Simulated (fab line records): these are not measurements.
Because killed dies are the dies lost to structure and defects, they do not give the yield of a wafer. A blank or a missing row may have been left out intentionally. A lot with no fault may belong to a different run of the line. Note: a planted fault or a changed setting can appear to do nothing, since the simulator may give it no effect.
Which tool is to blame? -- flow n5-finfet -- 18 wafers from 6 lots sampled at 8 of the route's 1938 steps

== WHAT THE GAUGES SHOWED, per wafer ==
N5_BEOL_M14_OCD_MEAS_35.
lot,measured,on,trench-depth-nm (nm)
L759,day 14 10:41,ocd-01,571 560 573
L767,day 16 01:45,ocd-02,559 1039 549
L768,day 16 18:50,ocd-02,1059 571 555
L774,day 17 22:26,ocd-02,545 547 545
L777,day 19 21:10,ocd-02,564 547 569
L778,day 20 01:33,ocd-02,550 562 563

N5_BEOL_M14_THK_MEAS_50: measures by xrf.
lot,measured,on,M14_THK (nm)
L759,day 14 13:05,film-metro-02,568 558 567
L767,day 16 12:51,film-metro-02,565 1049 555
L768,day 16 22:32,film-metro-01,1110 592 573
L774,day 18 02:08,film-metro-01,564 565 568
L777,day 20 00:01,film-metro-02,571 559 578
L778,day 20 04:03,film-metro-01,575 586 589

N5_BEOL_M14_RS_MEAS_54: measurement is done with a four-point probe.
lot,measured,on,M14_RS (ohm/sq)
L759,day 14 13:13,film-metro-01,0.0324 0.0331 0.0323
L767,day 16 12:59,film-metro-01,0.0331 0.0177 0.0338
L768,day 16 22:40,film-metro-01,0.0173 0.0323 0.0334
L774,day 18 02:16,film-metro-01,0.0340 0.0339 0.0340
L777,day 20 00:09,film-metro-02,0.0327 0.0337 0.0326
L778,day 20 04:10,film-metro-02,0.0337 0.0329 0.0329

N5_BEOL_M15_RC_MEAS_101.
lot,measured,on,COMB_M10 (S/m),COMB_M11 (S/m),COMB_M11_max_site (S/m),COMB_M12 (S/m),COMB_M13 (S/m),COMB_M13_max_site (S/m),COMB_M15 (S/m),COMB_M15_max_site (S/m),COMB_M5 (S/m),COMB_M6 (S/m),COMB_M7 (S/m),COMB_M8 (S/m),COMB_M9 (S/m),SERP_M10 (ohm/um),SERP_M11 (ohm/um),SERP_M12 (ohm/um),SERP_M13 (ohm/um),SERP_M14 (ohm/um),SERP_M14_max_site (ohm/um),SERP_M5 (ohm/um),SERP_M6 (ohm/um),SERP_M7 (ohm/um),SERP_M8 (ohm/um),SERP_M9 (ohm/um)
L759,day 14 20:05,prober-02,1.8e-11 2e-11 1.5e-11,1.68e-11 1.95e-11 1.7e-11,2.2e-11 2.5e-11 2.4e-11,6.6e-12 6.9e-12 6e-12,6.8e-12 5.9e-12 4.9e-12,1.26e-11 9.2e-12 7.1e-12,3.6e-12 3.1e-12 3.8e-12,4e-12 5.4e-12 4.2e-12,3.5e-11 4.9e-11 3.2e-11,3.1e-11 2.5e-11 1.9e-11,2.5e-11 3.6e-11 3e-11,2.6e-11 2.6e-11 3.5e-11,2.1e-11 1.8e-11 1.5e-11,3.01 3.01 3.03,2.99 3.10 3.02,0.620 0.646 0.629,0.306 0.309 0.306,0.1572 0.1622 0.1584,0.1600 0.1633 0.1594,39.6 39.8 41.3,13.9 13.5 14.0,13.9 14.6 14.3,14.0 14.1 14.1,3.04 3.17 3.15
L767,day 17 01:10,prober-01,1.3e-11 1.5e-11 1.2e-11,1.28e-11 1.49e-11 1.29e-11,1.5e-11 2.1e-11 1.8e-11,4.8e-12 5.5e-12 5.7e-12,4.2e-12 2.9e-12 4.4e-12,5.8e-12 4.2e-12 5.4e-12,1.5e-12 1.3e-12 1.5e-12,2e-12 2.2e-12 2.6e-12,4.1e-11 3.5e-11 4.2e-11,2.5e-11 2.3e-11 1.9e-11,2.2e-11 3.2e-11 2e-11,2.8e-11 2.5e-11 2.9e-11,1.4e-11 1.6e-11 1.1e-11,3.04 3.06 3.04,2.92 3.02 2.99,0.645 0.639 0.627,0.302 0.309 0.303,0.1582 0.0828 0.1603,0.1596 0.0841 0.1620,38.2 37.7 39.4,13.7 13.4 13.8,13.6 13.8 14.5,13.7 13.3 13.4,3.27 3.15 3.08
L768,day 17 05:52,prober-02,1.2e-11 1.5e-11 1.3e-11,1.39e-11 1.58e-11 1.35e-11,1.6e-11 2.5e-11 2e-11,6e-12 8.3e-12 8.3e-12,5.8e-12 5.2e-12 6.6e-12,8.5e-12 6.9e-12 1.02e-11,3.1e-12 3.5e-12 2.6e-12,4.9e-12 3.9e-12 3.2e-12,3.6e-11 2.8e-11 3.3e-11,3.8e-11 2.2e-11 3.4e-11,3.2e-11 2.5e-11 2.6e-11,3.8e-11 2.5e-11 2.6e-11,1.6e-11 1.6e-11 1.2e-11,3.01 3.13 3.01,3.11 3.07 3.14,0.671 0.661 0.668,0.304 0.303 0.303,0.0812 0.1544 0.1578,0.0821 0.1566 0.1602,36.7 35.4 36.0,13.8 13.8 13.9,14.0 13.8 14.2,13.6 13.7 13.8,3.07 3.03 3.15
L774,day 18 07:17,prober-02,1.5e-11 1.8e-11 1.3e-11,1.23e-11 1.93e-11 2.04e-11,2.1e-11 2.3e-11 3.1e-11,9.1e-12 8.2e-12 8.6e-12,6.6e-12 5e-12 5.6e-12,8.2e-12 5.9e-12 7.1e-12,4e-12 3.1e-12 3.5e-12,5.7e-12 4.5e-12 3.8e-12,4.5e-11 3.8e-11 3.9e-11,2.9e-11 2.7e-11 2.3e-11,3.3e-11 2.6e-11 1.9e-11,2.4e-11 2.8e-11 2.5e-11,1.3e-11 1.5e-11 2e-11,3.12 3.05 2.86,3.00 3.09 2.99,0.647 0.627 0.646,0.308 0.311 0.309,0.1610 0.1622 0.1624,0.1626 0.1632 0.1638,37.6 38.8 39.7,14.0 13.3 14.1,14.1 13.7 14.1,13.7 13.2 13.6,2.98 2.87 2.90
L777,day 20 07:07,prober-01,1e-11 1.2e-11 1e-11,1.69e-11 1.47e-11 1.3e-11,2.9e-11 2e-11 1.6e-11,6.9e-12 8.2e-12 7e-12,3.3e-12 4.9e-12 4.3e-12,4.4e-12 8.7e-12 5.3e-12,1.1e-12 1.2e-12 1e-12,2.7e-12 1.7e-12 2.4e-12,3.9e-11 3.5e-11 4.2e-11,1.8e-11 1.5e-11 2e-11,2.4e-11 2.4e-11 2.7e-11,2.6e-11 1.9e-11 1.9e-11,1.5e-11 1.7e-11 1.2e-11,3.01 3.05 3.10,3.02 3.23 3.14,0.636 0.636 0.664,0.313 0.304 0.298,0.1584 0.1619 0.1564,0.1602 0.1645 0.1587,37.3 38.8 39.3,14.7 15.0 13.9,14.6 13.7 14.2,12.7 13.6 13.6,3.02 3.11 3.03
L778,day 20 12:25,prober-02,1.3e-11 1.5e-11 1.9e-11,1.84e-11 1.35e-11 1.51e-11,2.3e-11 1.7e-11 1.9e-11,8.6e-12 6.7e-12 7.2e-12,6.2e-12 5.4e-12 6.9e-12,7.2e-12 6.5e-12 9.9e-12,3.9e-12 3.3e-12 2.9e-12,4.8e-12 4.3e-12 3.3e-12,2.5e-11 2.8e-11 3.9e-11,2.2e-11 3.3e-11 3.2e-11,3e-11 2.8e-11 3.2e-11,1.9e-11 2.8e-11 2.1e-11,1.3e-11 1.3e-11 1.8e-11,2.88 2.96 3.02,3.15 3.19 3.10,0.656 0.641 0.630,0.310 0.318 0.313,0.1611 0.1593 0.1582,0.1637 0.1607 0.1591,37.3 36.7 35.8,14.4 13.7 13.8,14.4 14.1 13.6,13.4 13.9 14.2,3.11 3.10 3.10

== EACH LOT AND THE TOOL THAT RAN IT (in order: tool; ch and the chambers of the sampled wafers; start) ==
lot,N5_BEOL_M14_ETCH_59,N5_BEOL_M14_VIA_ETCH_16,N5_BEOL_M14_TRENCH_ETCH_34,N5_BEOL_M14_ANNEAL_48
L759,"rie-diel-05 ch 1,2,3, day 14 09:16","rie-diel-05 ch 1,2,3, day 14 09:19","rie-diel-04 ch 2,3, day 14 10:32","rtp-anneal-01 ch 0, day 14 12:29"
L767,"rie-diel-02 ch 2,3, day 16 00:12","rie-diel-02 ch 2,3, day 16 00:15","rie-diel-04 ch 0,1,3, day 16 01:35","rtp-anneal-02 ch 0, day 16 12:21"
L768,"rie-diel-05 ch 2,3, day 16 17:17","rie-diel-05 ch 2,3, day 16 17:20","rie-diel-04 ch 0,1,3, day 16 18:40","rtp-anneal-01 ch 0, day 16 22:01"
L774,"rie-diel-04 ch 1,2, day 17 20:53","rie-diel-04 ch 1,2, day 17 20:56","rie-diel-02 ch 0,2, day 17 22:17","rtp-anneal-02 ch 0, day 18 01:33"
L777,"rie-diel-04 ch 0,1, day 19 19:44","rie-diel-04 ch 0,1, day 19 19:47","rie-diel-04 ch 1,2,3, day 19 21:01","rtp-anneal-01 ch 0, day 19 23:26"
L778,"rie-diel-04 ch 0,2,3, day 19 23:52","rie-diel-04 ch 0,2,3, day 19 23:55","rie-diel-04 ch 0,1,3, day 20 01:24","rtp-anneal-01 ch 0, day 20 03:27"
- N5_BEOL_M14_ETCH_59: etches BARC in N2/H2, target depth 89 nm, overetch 26.7 nm, time 67.9 s.
- N5_BEOL_M14_VIA_ETCH_16: etches SiO2 in C4F8/O2/Ar, target depth 1231.3 nm.
- N5_BEOL_M14_TRENCH_ETCH_34: etches SiO2 in C4F8/O2/Ar, target depth 556.65 nm, time 126.9 s.
- N5_BEOL_M14_ANNEAL_48: time 90 s.

== AS READ BY THE TOOLS THEMSELVES (means over the sampled wafers that have a number; for cases with no such wafer, the mark the record gives instead) ==
N5_BEOL_M14_ETCH_59.
lot,tool,drypump-motor-current-A (A),oes-product-au (a.u.),rf-vpp-V (V),showerhead-plenum-p-Torr (Torr),throttle-valve-pct (%)
L759,rie-diel-05,5.8,0.63,523.8,2.53,17.74
L767,rie-diel-02,5.5,0.70,524.8,2.56,17.95
L768,rie-diel-05,5.6,0.65,525.2,2.57,17.75
L774,rie-diel-04,5.9,0.79,523.8,2.52,17.55
L777,rie-diel-04,5.5,0.72,524.0,2.55,17.59
L778,rie-diel-04,5.8,0.73,522.8,2.51,17.67

N5_BEOL_M14_VIA_ETCH_16.
lot,tool,drypump-motor-current-A (A),oes-product-au (a.u.),rf-vpp-V (V),showerhead-plenum-p-Torr (Torr),throttle-valve-pct (%)
L759,rie-diel-05,5.8,0.66,2224,3.43,30.69
L767,rie-diel-02,5.5,0.74,2232,3.46,30.88
L768,rie-diel-05,5.6,0.70,2221,3.48,30.67
L774,rie-diel-04,5.9,0.83,2231,3.41,30.59
L777,rie-diel-04,5.5,0.76,2233,3.44,30.58
L778,rie-diel-04,5.8,0.78,2211,3.40,30.70

N5_BEOL_M14_TRENCH_ETCH_34.
lot,tool,drypump-motor-current-A (A),oes-product-au (a.u.),rf-vpp-V (V),showerhead-plenum-p-Torr (Torr),throttle-valve-pct (%)
L759,rie-diel-04,5.6,0.86,2203,3.48,30.91
L767,rie-diel-04,5.6,0.89,2219,3.46,30.70
L768,rie-diel-04,5.5,0.89,2218,3.46,30.71
L774,rie-diel-02,5.8,0.72,2238,3.42,30.98
L777,rie-diel-04,5.6,0.87,2219,3.45,30.75
L778,rie-diel-04,5.6,0.83,2217,3.45,30.73

N5_BEOL_M14_ANNEAL_48.
lot,tool,anneal-temp-c-max,wafer_temp_C_max
L759,rtp-anneal-01,226.08,225.97
L767,rtp-anneal-02,225.88,225.71
L768,rtp-anneal-01,225.98,225.85
L774,rtp-anneal-02,225.93,226.17
L777,rtp-anneal-01,226.03,226.04
L778,rtp-anneal-01,225.93,226.01

== THE ANSWER, worked out from the rows above alone ==
Rule: the usual values come from the lots themselves. Put in order of their means at a reading, lots are off if they are a third of the lots or fewer, leave a main group of 4 or more, and stand apart from it by a gap of 3 or more times the standard deviation of the main group's means; of several such gaps the widest counts. If all means in a main group match to the digits the tables above print for the reading, that group is not used. Also off: a lot with no number at a reading for which 4 or more lots have one. Any other lot the step has rows for is counted as sound. First the gauges in route order, then the tools' own readings, where a lot's mean is used as printed above. The first step at which some lot is off is used, and at that step the reading that is off furthest; a lot without a number counts as furthest.
Off, at N5_BEOL_M14_OCD_MEAS_35 on trench-depth-nm: L767, L768. The main group has a mean of 558 nm with a standard deviation of 8.
If a tool, at a process step before that reading, ran all the lots that are off and no sound lot after the first of them, it fits. The gauges at N5_BEOL_M14_OCD_MEAS_35 aren't tried: what is off there is off at N5_BEOL_M14_THK_MEAS_50 too, on other tools, and a gauge's error can't cause that. Of those tried, none fits.

== WHAT HAD BEEN PUT IN BY THE SIMULATOR ==
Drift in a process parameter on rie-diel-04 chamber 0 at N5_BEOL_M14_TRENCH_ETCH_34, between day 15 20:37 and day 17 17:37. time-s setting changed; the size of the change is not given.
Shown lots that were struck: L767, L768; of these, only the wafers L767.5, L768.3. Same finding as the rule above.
